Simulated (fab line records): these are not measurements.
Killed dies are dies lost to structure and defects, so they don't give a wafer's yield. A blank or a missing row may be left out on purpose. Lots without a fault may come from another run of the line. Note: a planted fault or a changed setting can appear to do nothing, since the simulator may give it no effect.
Matching of chambers    flow n5-finfet    4 sister chambers for N5_BEOL_M11_DESCUM_16 on rie-diel-03
The step chemistry O2, time 7.9 s. 8 wafers are shown with their chamber, then 11 later ones without.

WAFERS, EACH WITH ITS CHAMBER
wafer   chamber  showerhead-plenum-p-Torr (Torr)  throttle-valve-pct (%)
L077.5  2        2.11                             20.20
L083.5  2        2.10                             20.22
L086.5  1        1.98                             20.49
L085.5  1        1.98                             20.49
L088.2  0        2.07                             20.60
L088.3  3        2.21                             20.52
L088.5  0        2.07                             20.60
L089.1  3        2.21                             20.54

WAFERS WHOSE CHAMBER IS MISSING
wafer   showerhead-plenum-p-Torr (Torr)  throttle-valve-pct (%)
L089.2  1.98                             20.51
L089.4  1.98                             20.50
L093.1  2.07                             20.64
L093.4  2.21                             20.56
L093.6  1.98                             20.53
L094.1  1.98                             20.54
L094.2  2.07                             20.63
L094.3  2.10                             20.25
L097.1  2.07                             20.63
L097.3  2.20                             20.58
L097.6  2.07                             20.63

WHICH CHAMBER EACH WENT THROUGH
wafer   from the rows above  in truth
L089.2  1                    1
L089.4  1                    1
L093.1  0                    0
L093.4  3                    3
L093.6  1                    1
L094.1  1                    1
L094.2  0                    0
L094.3  2                    2
L097.1  0                    0
L097.3  3                    3
L097.6  0                    0
Correct placement for 11 of the 11. From these rows, 0 cannot be placed. Wrongly placed: 0.
How it was worked out, from the rows above alone: a wafer's distance from a chamber is the root of the sum, over the readings, of the square of ((its reading less the chamber's mean) divided by the reading's scatter). If the next closest chamber is less than 2 further off than the closest, the wafer can't be placed; otherwise it belongs to the closest. A chamber's mean is the mean of its shown wafers. How the scatter is found: for the shown wafers, subtract from each reading the mean of its chamber, square and add these, divide the total by (wafers less chambers), then take the root.
